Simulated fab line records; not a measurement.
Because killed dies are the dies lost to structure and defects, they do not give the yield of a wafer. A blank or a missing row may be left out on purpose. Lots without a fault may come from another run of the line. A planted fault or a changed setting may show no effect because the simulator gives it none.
fab line records	flow n5_finfet
[record] lots = 7	wafers = 39
route steps=1938 shown BEOL_M15@1773
start_h: the number of hours between the record's first day and the start of the first shown wafer of the lot	wait_h: hours since the lot's step before	" as in the row above	L1.1+2: one row covering several wafers at once	- no value, or no start given	* or withheld: withheld	< > ~ a bound
route shown NAME@n: a module of which the file shows steps, and the number in the route of the first	usual: average and standard deviation across the fault-free wafers	same: alike in all rows	chamber/n: place in a boat	sites: readings site by site	_std_site: standard deviation of those values	_edge_site: outer sites' mean less inner sites'	radius_mm: how far each site lies from the wafer's centre	mask NAME#n: copy n	behind: the last tool/chamber to shape the wafer	hold: cause of the lot's hold/its duration in hours/its outcome	device: names the non-switching transistor (n, p or np)	end of line: the tests these same wafers got at the end of their route	a step without rows: its recipe alone	killed: the dies lost at the first sort to structure and to defects; this is not the yield of the wafer	map: per-die view of a wafer (x killed, . not killed, _ where there is no die)
set.NAME: the setting as run; set.NAME@STEP: as run at that earlier step	model.NAME: the simulator's own value behind a step, which no gauge read
lots run with intentionally changed settings; tables by step, rows by wafer
[[steps]]
[step N5_BEOL_M15_ILD_DEP_00]
[recipe] material = SiO2	target_thk_a = 16293	temp_c = 400	precursor = TEOS/O2	pressure_torr = 6.5	rf_w = 900	teos_flow_sccm = 161.4	gas = O2	flow_sccm = 2650	time_s = 346.1
lot.wafer	tool	chamber	start_h	wait_h	set.target_thk_a	model.SiO2_of_BEOL_M15_ILD_DEP_00.thk_nm
L075.1	pecvd-03	2	253.54	0.0	20850	2066
L075.2	"	1	"	"	20850	2071
L075.3	"	0	"	"	16293	1631
L075.4	"	2	"	"	20850	2113
L075.5	"	1	"	"	16293	1649
L075.6	"	0	"	"	16293	1645
L076.2	pecvd-04	0	258.63	0.0	16293	1644
L076.4	"	0	"	"	16293	1672
L076.6	"	1	"	"	16293	1681
L087.1	pecvd-04	0	334.55	0.0	16293	1644
L087.2	"	2	"	"	16293	1645
L087.3	"	0	"	"	16293	1655
L087.4	"	2	"	"	16293	1638
L087.5	"	0	"	"	16293	1654
L087.6	"	2	"	"	16293	1646
L083.1	pecvd-03	1	335.33	0.0	16293	1648
L083.2	"	0	"	"	16293	1641
L083.3	"	2	"	"	16293	1634
L083.4	"	2	"	"	16293	1678
L083.5	"	1	"	"	16293	1692
L083.6	"	0	"	"	16293	1673
L086.1	pecvd-01	2	341.10	0.0	16293	1609
L086.2	"	0	"	"	20880	2091
L086.3	"	1	"	"	16293	1598
L086.4	"	1	"	"	20880	2100
L086.5	"	0	"	"	16293	1634
L086.6	"	2	"	"	20880	2107
L088.1	pecvd-01	2	347.16	0.0	16293	1618
L088.2	"	0	"	"	16293	1615
L088.3	"	1	"	"	23990	2375
L088.4	"	0	"	"	23990	2397
L088.5	"	2	"	"	16293	1629
L088.6	"	1	"	"	23990	2408
L097.1	pecvd-04	0	410.98	0.0	16293	1642
L097.2	"	2	"	"	16293	1634
L097.3	"	1	"	"	16293	1644
L097.4	"	1	"	"	16293	1659
L097.5	"	2	"	"	16293	1666
L097.6	"	0	"	"	16293	1654
[step N5_BEOL_M15_THK_MEAS_01]
[recipe] reads = SiO2_of_BEOL_M15_ILD_DEP_00
[usual] M15_ILD_THK = 1639/21
lot.wafer	tool	chamber	start_h	wait_h	set.target_thk_a@BEOL_M15_ILD_DEP_00	M15_ILD_THK[nm]
L075.1	film_metro-02	-	253.79	0.1	20850	2065
L075.2	"	-	"	"	20850	2070
L075.3	"	-	"	"	16293	1631
L075.4	"	-	"	"	20850	2113
L075.5	"	-	"	"	16293	1650
L075.6	"	-	"	"	16293	1645
L076.2	film_metro-02	-	258.99	0.3	16293	1643
L076.4	"	-	"	"	16293	1673
L076.6	"	-	"	"	16293	1680
L087.1	film_metro-02	-	334.91	0.2	16293	1645
L087.2	"	-	"	"	16293	1646
L087.3	"	-	"	"	16293	1655
L087.4	"	-	"	"	16293	1640
L087.5	"	-	"	"	16293	1653
L087.6	"	-	"	"	16293	1646
L083.1	film_metro-02	-	335.58	0.1	16293	1647
L083.2	"	-	"	"	16293	1641
L083.3	"	-	"	"	16293	1635
L083.4	"	-	"	"	16293	1680
L083.5	"	-	"	"	16293	1692
L083.6	"	-	"	"	16293	1674
L086.1	film_metro-01	-	341.35	0.1	16293	1609
L086.2	"	-	"	"	20880	2090
L086.3	"	-	"	"	16293	1597
L086.4	"	-	"	"	20880	2098
L086.5	"	-	"	"	16293	1634
L086.6	"	-	"	"	20880	2107
L088.1	film_metro-02	-	347.41	0.1	16293	1618
L088.2	"	-	"	"	16293	1616
L088.3	"	-	"	"	23990	2375
L088.4	"	-	"	"	23990	2397
L088.5	"	-	"	"	16293	1628
L088.6	"	-	"	"	23990	2407
L097.1	film_metro-02	-	411.23	0.1	16293	1641
L097.2	"	-	"	"	16293	1635
L097.3	"	-	"	"	16293	1647
L097.4	"	-	"	"	16293	1660
L097.5	"	-	"	"	16293	1666
L097.6	"	-	"	"	16293	1654
[step N5_BEOL_M15_COAT_58]
[recipe] resist = BARC	temp_c = 205	time_s = 60	spin_rpm = 1500	resist_thk_nm = 89
[step N5_BEOL_M15_COAT_04]
[recipe] spin_rpm = 1704	resist_thk_nm = 800
[step N5_BEOL_M15_DESCUM_15]
[recipe] chemistry = O2	time_s = 7.9	source_power_w = 50	bias_power_w = 20	pressure_mtorr = 20	rf_frequency_hz = 2.712e+07	temp_c = 40	o2_flow_sccm = 225
[step N5_BEOL_M15_ETCH_59]
[recipe] chemistry = N2/H2	target = BARC	target_depth_a = 890	overetch_a = 267	time_s = 67.9	ion_energy_ev = 200	pressure_mtorr = 30	source_w = 840	bias_w = 150	n2_flow_sccm = 200	h2_flow_sccm = 200
[step N5_BEOL_M15_VIA_ETCH_16]
[recipe] chemistry = C4F8/O2/Ar	target = SiO2	he_inner_torr = 15	he_outer_torr = 30	target_depth_a = 17922	time_s = withheld	ion_energy_ev = 800	pressure_mtorr = 20	source_w = 1905	bias_w = 2040	Ar_flow_sccm = 400	C4F8_flow_sccm = 16	O2_flow_sccm = 12	ends = cleared
lot.wafer	tool	chamber	start_h	wait_h	set.target_thk_a@BEOL_M15_ILD_DEP_00	model.etch.depth_nm	model.coat_of_BEOL_M15_COAT_04.thk_nm
L075.1	rie_diel-03	2	254.27	0.0	20850	2066	226
L075.2	"	0	"	"	20850	2071	230.2
L075.3	"	1	"	"	16293	1631	329.8
L075.4	"	3	"	"	20850	2113	216.2
L075.5	"	1	"	"	16293	1649	328
L075.6	"	0	"	"	16293	1645	325.6
L076.2	rie_diel-03	0	259.59	0.0	16293	1644	330
L076.4	"	1	"	"	16293	1672	326.8
L076.6	"	3	"	"	16293	1681	323.6
L087.1	rie_diel-03	0	335.39	0.0	16293	1644	325.8
L087.2	"	2	"	"	16293	1645	327
L087.3	"	3	"	"	16293	1655	324.6
L087.4	"	3	"	"	16293	1638	329.8
L087.5	"	0	"	"	16293	1654	324
L087.6	"	2	"	"	16293	1646	324
L083.1	rie_diel-05	0	336.06	0.0	16293	1648	327
L083.2	"	1	"	"	16293	1641	328.2
L083.3	"	3	"	"	16293	1634	331.6
L083.4	"	2	"	"	16293	1678	319.8
L083.5	"	1	"	"	16293	1692	315.2
L083.6	"	0	"	"	16293	1673	320
L086.1	rie_diel-04	3	341.95	0.0	16293	1609	346.2
L086.2	"	1	"	"	20880	2091	229.2
L086.3	"	0	"	"	16293	1598	346
L086.4	"	2	"	"	20880	2100	228.8
L086.5	"	3	"	"	16293	1634	337.2
L086.6	"	2	"	"	20880	2107	225
L088.1	rie_diel-04	1	348.34	0.0	16293	1618	336.4
L088.2	"	2	"	"	16293	1615	341
L088.3	"	0	"	"	23990	2375	164
L088.4	"	3	"	"	23990	2397	157.4
L088.5	"	0	"	"	16293	1629	338.2
L088.6	"	1	"	"	23990	2408	152.4
L097.1	rie_diel-03	3	412.02	0.0	16293	1642	333
L097.2	"	2	"	"	16293	1634	333.4
L097.3	"	0	"	"	16293	1644	328.4
L097.4	"	3	"	"	16293	1659	328.2
L097.5	"	2	"	"	16293	1666	324.6
L097.6	"	0	"	"	16293	1654	327.6
[step N5_BEOL_M15_STRIP_63]
[recipe] chemistry = O2	power_w = 600	temp_c = 60	pressure_mtorr = 30	rf_frequency_hz = 6e+07	bias_power_w = 0	overash_fraction = 0.3	o2_flow_sccm = 225
[step N5_BEOL_M15_STRIP_64]
[recipe] chemistry = O2	power_w = 600	temp_c = 60	pressure_mtorr = 30	rf_frequency_hz = 6e+07	bias_power_w = 0	overash_fraction = 0.3	o2_flow_sccm = 225
[step N5_BEOL_M15_STRIP_65]
[recipe] chemistry = post_etch_residue_remover	time_s = 60	temp_c = 25	remover_ph = withheld	remover_water_wt_pct = withheld	remover_fluoride_wt_pct = withheld
[step N5_BEOL_M15_SRD_66]
[recipe] time_s = 30	temp_c = 23	rinse_liquid = diw	dry = n2_spin	spin_rpm = 1500	dry_time_s = 30
[step N5_BEOL_M15_CD_MEAS_17]
[recipe] target_cd_nm = 360	polarity = opening
[usual] cd_nm = 361.0/1.6
lot.wafer	tool	chamber	start_h	wait_h	set.target_thk_a@BEOL_M15_ILD_DEP_00	cd_nm
L075.1	cd_sem-01	-	254.68	0.0	20850	363.6
L075.2	"	-	"	"	20850	361.9
L075.3	"	-	"	"	16293	359.1
L075.4	"	-	"	"	20850	363.1
L075.5	"	-	"	"	16293	359.0
L075.6	"	-	"	"	16293	360.1
L076.2	cd_sem-03	-	260.01	0.0	16293	362.4
L076.4	"	-	"	"	16293	361.4
L076.6	"	-	"	"	16293	362.0
L087.1	cd_sem-03	-	335.80	0.0	16293	362.2
L087.2	"	-	"	"	16293	361.3
L087.3	"	-	"	"	16293	363.8
L087.4	"	-	"	"	16293	361.4
L087.5	"	-	"	"	16293	361.2
L087.6	"	-	"	"	16293	361.7
L083.1	cd_sem-02	-	336.47	0.0	16293	364.7
L083.2	"	-	"	"	16293	364.5
L083.3	"	-	"	"	16293	363.1
L083.4	"	-	"	"	16293	364.3
L083.5	"	-	"	"	16293	363.8
L083.6	"	-	"	"	16293	363.9
L086.1	cd_sem-02	-	342.36	0.0	16293	361.1
L086.2	"	-	"	"	20880	367.9
L086.3	"	-	"	"	16293	360.3
L086.4	"	-	"	"	20880	368.2
L086.5	"	-	"	"	16293	359.1
L086.6	"	-	"	"	20880	366.0
L088.1	cd_sem-01	-	348.75	0.0	16293	363.3
L088.2	"	-	"	"	16293	-
L088.3	"	-	"	"	23990	-
L088.4	"	-	"	"	23990	369.9
L088.5	"	-	"	"	16293	-
L088.6	"	-	"	"	23990	372.4
L097.1	cd_sem-01	-	412.43	0.0	16293	360.1
L097.2	"	-	"	"	16293	-
L097.3	"	-	"	"	16293	-
L097.4	"	-	"	"	16293	-
L097.5	"	-	"	"	16293	360.9
L097.6	"	-	"	"	16293	361.1
[step N5_BEOL_M15_TRENCH_ETCH_34]
[recipe] chemistry = C4F8/O2/Ar	target = SiO2	target_depth_a = 8729.3	he_inner_torr = 15	he_outer_torr = 30	time_s = 199	ion_energy_ev = 800	pressure_mtorr = 20	source_w = 1905	bias_w = 2040	Ar_flow_sccm = 400	C4F8_flow_sccm = 16	O2_flow_sccm = 12
lot.wafer	tool	chamber	start_h	wait_h	set.target_depth_a	model.etch.depth_nm	model.coat_of_BEOL_M15_COAT_22.thk_nm
L075.1	rie_diel-03	3	255.73	0.0	8729.3	883.4	537
L075.2	"	0	"	"	10040	1011	514
L075.3	"	2	"	"	10040	1016	511
L075.4	"	1	"	"	10040	996.3	516
L075.5	"	3	"	"	8729.3	886.2	536.2
L075.6	"	0	"	"	8729.3	869.2	542.6
L076.2	rie_diel-05	0	261.18	0.0	8729.3	860	546.6
L076.4	"	3	"	"	8729.3	864.8	546.4
L076.6	"	2	"	"	8729.3	866.5	546.4
L087.1	rie_diel-04	0	336.87	0.0	8729.3	861.6	539.4
L087.2	"	2	"	"	8729.3	881.5	539.2
L087.3	"	1	"	"	8729.3	873.2	541
L087.4	"	3	"	"	8729.3	849.6	546
L087.5	"	1	"	"	8729.3	868.8	540.2
L087.6	"	0	"	"	8729.3	859.7	543.4
L083.1	rie_diel-03	0	337.60	0.0	8729.3	878.2	540
L083.2	"	3	"	"	8729.3	891.4	539.2
L083.3	"	2	"	"	8729.3	882.7	543.6
L083.4	"	0	"	"	8729.3	880	540.2
L083.5	"	3	"	"	8729.3	895	537.6
L083.6	"	2	"	"	8729.3	884.2	540.6
L086.1	rie_diel-04	0	343.53	0.0	8729.3	859.4	548.8
L086.2	"	1	"	"	5613	564.3	603
L086.3	"	3	"	"	8729.3	843.7	551.2
L086.4	"	2	"	"	5613	563	605.2
L086.5	"	2	"	"	5613	562.3	605.6
L086.6	"	3	"	"	8729.3	843.1	550.6
L088.1	rie_diel-05	3	350.34	0.0	8729.3	857.3	546.4
L088.2	"	0	"	"	8729.3	877.8	541.4
L088.3	"	2	"	"	8729.3	869.1	541.2
L088.4	"	1	"	"	10880	1076	501.2
L088.5	"	3	"	"	10880	1060	503.8
L088.6	"	2	"	"	10880	1084	498.2
L097.1	rie_diel-03	2	413.58	0.0	10760	1080	508.6
L097.2	"	3	"	"	8729.3	882.1	543.8
L097.3	"	0	"	"	8729.3	875.2	549
L097.4	"	3	"	"	10760	1084	502.6
L097.5	"	2	"	"	8729.3	875.5	548.6
L097.6	"	0	"	"	10760	1081	502.2
[step N5_BEOL_M15_STRIP_36]
[recipe] chemistry = O2	power_w = 600	temp_c = 60	pressure_mtorr = 30	rf_frequency_hz = 6e+07	bias_power_w = 0	overash_fraction = 0.3	o2_flow_sccm = 225
[step N5_BEOL_M15_ECD_47]
[recipe] material = Cu	target_thk_a = 18600
[step N5_BEOL_M15_ANNEAL_48]
[recipe] temp_c = 225	time_s = 90	ambient = N2
[step N5_BEOL_M15_CMP_49]
[recipe] stop_on = SiO2	t_overpolish_s = 4.9	down_force_psi = 2	platen_rpm = 80	clearing_platen_down_force_psi = 2	clearing_platen_rpm = 80	post_cmp_clean = cu_alkaline	target_thk_nm = 850	clearing_platen_pad_velocity_m_s = 1.5917	pad_velocity_m_s = 1.5917
lot.wafer	tool	chamber	start_h	wait_h	set.target_depth_a@BEOL_M15_TRENCH_ETCH_34	model.Cu_of_BEOL_M15_ECD_47.thk_nm
L075.3	cmp-01	2	262.84	0.2	10040	995.4
L075.1	"	3	"	"	8729.3	862
L075.2	"	0	"	"	10040	987.8
L075.4	"	1	"	"	10040	974.2
L075.6	"	2	"	"	8729.3	848.2
L075.5	"	3	"	"	8729.3	864.4
L076.4	cmp-01	2	265.60	0.1	8729.3	841.4
L076.2	"	3	"	"	8729.3	837.4
L076.6	"	2	"	"	8729.3	844.4
L087.2	cmp-01	3	338.97	0.2	8729.3	858.6
L087.1	"	0	"	"	8729.3	838.4
L087.3	"	1	"	"	8729.3	847.2
L087.4	"	2	"	"	8729.3	826.6
L087.6	"	3	"	"	8729.3	836.6
L087.5	"	0	"	"	8729.3	844.8
L083.4	cmp-04	2	339.96	0.1	8729.3	857.6
L083.1	"	3	"	"	8729.3	856.8
L083.3	"	0	"	"	8729.3	860.2
L083.2	"	1	"	"	8729.3	869
L083.6	"	2	"	"	8729.3	862.4
L083.5	"	3	"	"	8729.3	872.4
L086.3	cmp-04	2	346.00	0.2	8729.3	822.2
L086.2	"	3	"	"	5613	542.2
L086.4	"	0	"	"	5613	542.8
L086.1	"	1	"	"	8729.3	837.6
L086.6	"	2	"	"	8729.3	822
L086.5	"	3	"	"	5613	540.4
L088.3	cmp-04	3	353.95	0.2	8729.3	846.2
L088.2	"	0	"	"	8729.3	855.6
L088.4	"	1	"	"	10880	1053
L088.1	"	2	"	"	8729.3	835.4
L088.6	"	3	"	"	10880	1061
L088.5	"	0	"	"	10880	1038
L097.1	cmp-01	0	417.70	0.3	10760	1056
L097.3	"	1	"	"	8729.3	851.8
L097.4	"	2	"	"	10760	1061
L097.2	"	3	"	"	8729.3	857.8
L097.6	"	0	"	"	10760	1058
L097.5	"	1	"	"	8729.3	852.2
[step N5_BEOL_M15_THK_MEAS_50]
[recipe] thk_meas_gauge = xrf	reads = Cu_of_BEOL_M15_ECD_47
[usual] M15_THK = 843/14
lot.wafer	tool	chamber	start_h	wait_h	set.target_depth_a@BEOL_M15_TRENCH_ETCH_34	M15_THK[nm]
L075.1	film_metro-02	-	263.14	-	8729.3	855
L075.2	"	-	"	"	10040	983
L075.3	"	-	"	"	10040	993
L075.4	"	-	"	"	10040	973
L075.5	"	-	"	"	8729.3	864
L075.6	"	-	"	"	8729.3	843
L076.2	film_metro-02	-	265.90	-	8729.3	838
L076.4	"	-	"	"	8729.3	841
L076.6	"	-	"	"	8729.3	845
L087.1	film_metro-01	-	339.27	-	8729.3	835
L087.2	"	-	"	"	8729.3	853
L087.3	"	-	"	"	8729.3	843
L087.4	"	-	"	"	8729.3	824
L087.5	"	-	"	"	8729.3	841
L087.6	"	-	"	"	8729.3	830
L083.1	film_metro-02	-	340.26	-	8729.3	847
L083.2	"	-	"	"	8729.3	853
L083.3	"	-	"	"	8729.3	850
L083.4	"	-	"	"	8729.3	847
L083.5	"	-	"	"	8729.3	863
L083.6	"	-	"	"	8729.3	852
L086.1	film_metro-02	-	346.29	-	8729.3	825
L086.2	"	-	"	"	5613	534
L086.3	"	-	"	"	8729.3	809
L086.4	"	-	"	"	5613	536
L086.5	"	-	"	"	5613	535
L086.6	"	-	"	"	8729.3	811
L088.1	film_metro-02	-	354.24	-	8729.3	818
L088.2	"	-	"	"	8729.3	-
L088.3	"	-	"	"	8729.3	-
L088.4	"	-	"	"	10880	1031
L088.5	"	-	"	"	10880	-
L088.6	"	-	"	"	10880	1035
L097.1	film_metro-02	-	418.00	-	10760	1047
L097.2	"	-	"	"	8729.3	-
L097.3	"	-	"	"	8729.3	-
L097.4	"	-	"	"	10760	-
L097.5	"	-	"	"	8729.3	845
L097.6	"	-	"	"	10760	1051
[step N5_BEOL_M15_PRE_CLEAN_52]
[recipe] gas = NH3	time_s = 15	temp_c = withheld	rf_power_w = 300
[step N5_BEOL_M15_DEP_53]
[recipe] material = SiCN	target_thk_a = 500	temp_c = withheld	precursor = 3MS/NH3	pressure_torr = 3	rf_w = 675	time_s = 17.8
[step N5_BEOL_M15_RS_MEAS_54]
[recipe] thk_meas_gauge = four-point-probe	reads = Cu_of_BEOL_M15_ECD_47+Ta_of_BEOL_M15_SPUTTER_44+TaN_of_BEOL_M15_SPUTTER_43
[usual] M15_RS = 0.0216/0.00034
lot.wafer	tool	chamber	start_h	wait_h	set.target_depth_a@BEOL_M15_TRENCH_ETCH_34	M15_RS[ohm/sq]
L075.1	film_metro-01	-	263.29	0.1	8729.3	0.0212
L075.2	"	-	"	"	10040	0.0185
L075.3	"	-	"	"	10040	0.0184
L075.4	"	-	"	"	10040	0.0188
L075.5	"	-	"	"	8729.3	0.0212
L075.6	"	-	"	"	8729.3	0.0216
L076.2	film_metro-02	-	266.03	0.1	8729.3	0.0219
L076.4	"	-	"	"	8729.3	0.0218
L076.6	"	-	"	"	8729.3	0.0217
L087.1	film_metro-01	-	339.40	0.0	8729.3	0.0218
L087.2	"	-	"	"	8729.3	0.0213
L087.3	"	-	"	"	8729.3	0.0216
L087.4	"	-	"	"	8729.3	0.0222
L087.5	"	-	"	"	8729.3	0.0217
L087.6	"	-	"	"	8729.3	0.0219
L083.1	film_metro-02	-	340.39	0.0	8729.3	0.0213
L083.2	"	-	"	"	8729.3	0.0210
L083.3	"	-	"	"	8729.3	0.0213
L083.4	"	-	"	"	8729.3	0.0214
L083.5	"	-	"	"	8729.3	0.0210
L083.6	"	-	"	"	8729.3	0.0212
L086.1	film_metro-02	-	346.42	0.0	8729.3	0.0219
L086.2	"	-	"	"	5613	0.0342
L086.3	"	-	"	"	8729.3	0.0223
L086.4	"	-	"	"	5613	0.0341
L086.5	"	-	"	"	5613	0.0342
L086.6	"	-	"	"	8729.3	0.0223
L088.1	film_metro-01	-	354.37	0.0	8729.3	0.0220
L088.2	"	-	"	"	8729.3	-
L088.3	"	-	"	"	8729.3	-
L088.4	"	-	"	"	10880	0.0174
L088.5	"	-	"	"	10880	-
L088.6	"	-	"	"	10880	0.0172
L097.1	film_metro-01	-	418.12	0.0	10760	0.0173
L097.2	"	-	"	"	8729.3	-
L097.3	"	-	"	"	8729.3	-
L097.4	"	-	"	"	10760	-
L097.5	"	-	"	"	8729.3	0.0215
L097.6	"	-	"	"	10760	0.0173
[[key]]
[split] step = N5_BEOL_M15_ILD_DEP_00	setting = target_thk_a	stated = 16293	by = wafer
[response] step = N5_BEOL_M15_ILD_DEP_00	reading = model.SiO2_of_BEOL_M15_ILD_DEP_00.thk_nm	change = +16.4	per = 1%	r = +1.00
[response] step = N5_BEOL_M15_THK_MEAS_01	reading = M15_ILD_THK	change = +16.4	per = 1%	r = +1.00
[response] step = N5_BEOL_M15_VIA_ETCH_16	reading = model.etch.depth_nm	change = +16.4	per = 1%	r = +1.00
[response] step = N5_BEOL_M15_VIA_ETCH_16	reading = model.coat_of_BEOL_M15_COAT_04.thk_nm	change = -3.86	per = 1%	r = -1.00
[response] step = N5_BEOL_M15_CD_MEAS_17	reading = cd_nm	change = +0.182	per = 1%	r = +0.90
[split] step = N5_BEOL_M15_TRENCH_ETCH_34	setting = target_depth_a	stated = 8729.3	by = wafer
[response] step = N5_BEOL_M15_TRENCH_ETCH_34	reading = model.etch.depth_nm	change = +8.28	per = 1%	r = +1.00
[response] step = N5_BEOL_M15_TRENCH_ETCH_34	reading = model.coat_of_BEOL_M15_COAT_22.thk_nm	change = -1.64	per = 1%	r = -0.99
[response] step = N5_BEOL_M15_CMP_49	reading = model.Cu_of_BEOL_M15_ECD_47.thk_nm	change = +8.27	per = 1%	r = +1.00
[response] step = N5_BEOL_M15_THK_MEAS_50	reading = M15_THK	change = +8.16	per = 1%	r = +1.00
[response] step = N5_BEOL_M15_RS_MEAS_54	reading = M15_RS	change = -0.000281	per = 1%	r = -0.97
